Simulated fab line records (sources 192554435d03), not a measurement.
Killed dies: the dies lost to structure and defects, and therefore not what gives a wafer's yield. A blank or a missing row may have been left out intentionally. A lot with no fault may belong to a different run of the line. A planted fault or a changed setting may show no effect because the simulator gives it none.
Chamber matching    flow n5Finfet    N5_BEOL_M6_ETCH_65 on rieDiel-03: 4 sister chambers
The step etches SiARC in CF4, target depth 15.6 nm, time 26 s. 16 wafers are shown with their chamber, then 8 later ones without.

## EACH WAFER AND ITS CHAMBER
wafer   chamber  showerheadPlenumPTorr (Torr)  oesProductAu (a.u.)  drypumpMotorCurrentA (A)
L074.4  1        2.16                          0.74                 5.8
L074.5  2        2.04                          0.58                 5.9
L074.6  3        2.11                          0.78                 5.5
L075.1  1        2.16                          0.73                 5.7
L075.2  3        2.10                          0.79                 5.5
L075.6  1        2.16                          0.74                 5.8
L076.3  0        2.21                          0.59                 5.8
L076.4  1        2.16                          0.73                 5.8
L076.5  2        2.04                          0.58                 5.9
L078.1  1        2.16                          0.73                 5.8
L078.3  3        2.10                          0.78                 5.5
L078.6  3        2.10                          0.77                 5.5
L079.3  2        2.03                          0.57                 5.9
L079.4  0        2.20                          0.59                 5.8
L079.6  1        2.16                          0.72                 5.8
L081.1  3        2.10                          0.77                 5.5

SIGNATURES, as means of the wafers listed above
reading                chamber 0  chamber 1  chamber 2  chamber 3  scatter within a chamber
showerheadPlenumPTorr  2.2050     2.1600     2.0367     2.1020     0.00405
oesProductAu           0.5900     0.7317     0.5767     0.7780     0.00725
drypumpMotorCurrentA   5.800      5.783      5.900      5.500      0.0264
Rule: a wafer's distance from a chamber is the root of the sum, over the readings, of the square of ((its reading less the chamber's mean) divided by the reading's scatter). The wafer belongs to the nearest chamber; if the next one is less than 2 further off, it can't be placed. How the scatter is found: for the shown wafers, subtract from each reading the mean of its chamber, square and add these, divide the total by (wafers less chambers), then take the root.

## WAFERS WHOSE CHAMBER IS MISSING
wafer   showerheadPlenumPTorr (Torr)  oesProductAu (a.u.)  drypumpMotorCurrentA (A)
L081.3  2.20                          0.59                 5.8
L081.5  2.20                          0.59                 5.8
L085.3  2.20                          0.57                 5.8
L085.4  2.28                          0.79                 5.9
L085.6  2.15                          0.69                 5.8
L090.2  2.20                          0.82                 5.8
L090.4  2.15                          0.68                 5.8
L090.6  2.20                          0.83                 5.8

## CHAMBER TAKEN BY EACH
wafer    from the rows above   in truth
L081.3   0                     0
L081.5   0                     0
L085.3   0                     0
L085.4   1                     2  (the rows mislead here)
L085.6   1                     1
L090.2   1                     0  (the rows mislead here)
L090.4   1                     1
L090.6   1                     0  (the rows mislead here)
Correctly placed: 5 of 8. Can't be placed from these rows: 0. Wrongly placed: 3.
